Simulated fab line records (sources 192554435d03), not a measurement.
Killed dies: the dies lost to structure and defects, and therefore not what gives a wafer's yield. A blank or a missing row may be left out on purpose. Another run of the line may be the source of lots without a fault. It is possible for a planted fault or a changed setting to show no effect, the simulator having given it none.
The tool behind it: which one? :: flow n5 finfet :: 33 wafers from 11 lots sampled at 2 of the route's 1938 steps

## WHAT THE GAUGES SHOWED, per wafer
N5_BEOL_M15_INSPECT_12: inspects for defects (macro).
lot: L615
measured: day 12 05:47
on: defect inspect-01
raw defect count: 3 3 4

lot: L619
measured: day 13 01:16
on: defect inspect-01
raw defect count: 2 2 2

lot: L624
measured: day 14 22:35
on: defect inspect-02
raw defect count: 2 2 3

lot: L626
measured: day 15 02:43
on: defect inspect-02
raw defect count: 0 2 3

lot: L625
measured: day 15 16:52
on: defect inspect-02
raw defect count: 1 1 2

lot: L629
measured: day 16 07:48
on: defect inspect-01
raw defect count: 2 1 1

lot: L627
measured: day 16 10:01
on: defect inspect-02
raw defect count: 2 1 4

lot: L631
measured: day 17 05:01
on: defect inspect-01
raw defect count: 1 3 6

lot: L633
measured: day 17 12:38
on: defect inspect-02
raw defect count: 4 2 2

lot: L635
measured: day 17 18:19
on: defect inspect-02
raw defect count: 4 2 1

lot: L637
measured: day 18 19:52
on: defect inspect-02
raw defect count: 3 2 0

## TOOL THAT RAN EACH LOT (tool first, then ch and the chambers of the sampled wafers, then the start)
lot: L615
N5_BEOL_M14_SPUTTER_45: pvd sputter-02, day 12 03:23

lot: L619
N5_BEOL_M14_SPUTTER_45: pvd sputter-03, day 12 23:27

lot: L624
N5_BEOL_M14_SPUTTER_45: pvd sputter-02, day 14 19:11

lot: L626
N5_BEOL_M14_SPUTTER_45: pvd sputter-02, day 15 00:16

lot: L625
N5_BEOL_M14_SPUTTER_45: pvd sputter-02, day 15 15:07

lot: L629
N5_BEOL_M14_SPUTTER_45: pvd sputter-01, day 16 05:55

lot: L627
N5_BEOL_M14_SPUTTER_45: pvd sputter-03, day 16 07:50

lot: L631
N5_BEOL_M14_SPUTTER_45: pvd sputter-02, day 17 02:44

lot: L633
N5_BEOL_M14_SPUTTER_45: pvd sputter-01, day 17 09:37

lot: L635
N5_BEOL_M14_SPUTTER_45: pvd sputter-01, day 17 15:55

lot: L637
N5_BEOL_M14_SPUTTER_45: pvd sputter-01, day 18 17:25
- N5_BEOL_M14_SPUTTER_45: material Cu, target thk 100 nm, time 16.67 s.

## THE ANSWER, worked out from the rows above alone
Rule: what is usual is taken from the lots themselves. Put in order of their means at a reading, lots are off if they are a third of the lots or fewer, leave a main group of 4 or more, and stand apart from it by a gap of 3 or more times the standard deviation of the main group's means; of several such gaps the widest counts. A main group is skipped when, at the precision printed for the reading in the tables above, its means are all equal. A lot without any number at a reading at which 4 lots or more have one is off too. Where the step has rows for the other lots, those lots are counted as sound.
None of the lots is off at any reading shown; this tells nothing.

## WHAT THE SIMULATOR PUT IN
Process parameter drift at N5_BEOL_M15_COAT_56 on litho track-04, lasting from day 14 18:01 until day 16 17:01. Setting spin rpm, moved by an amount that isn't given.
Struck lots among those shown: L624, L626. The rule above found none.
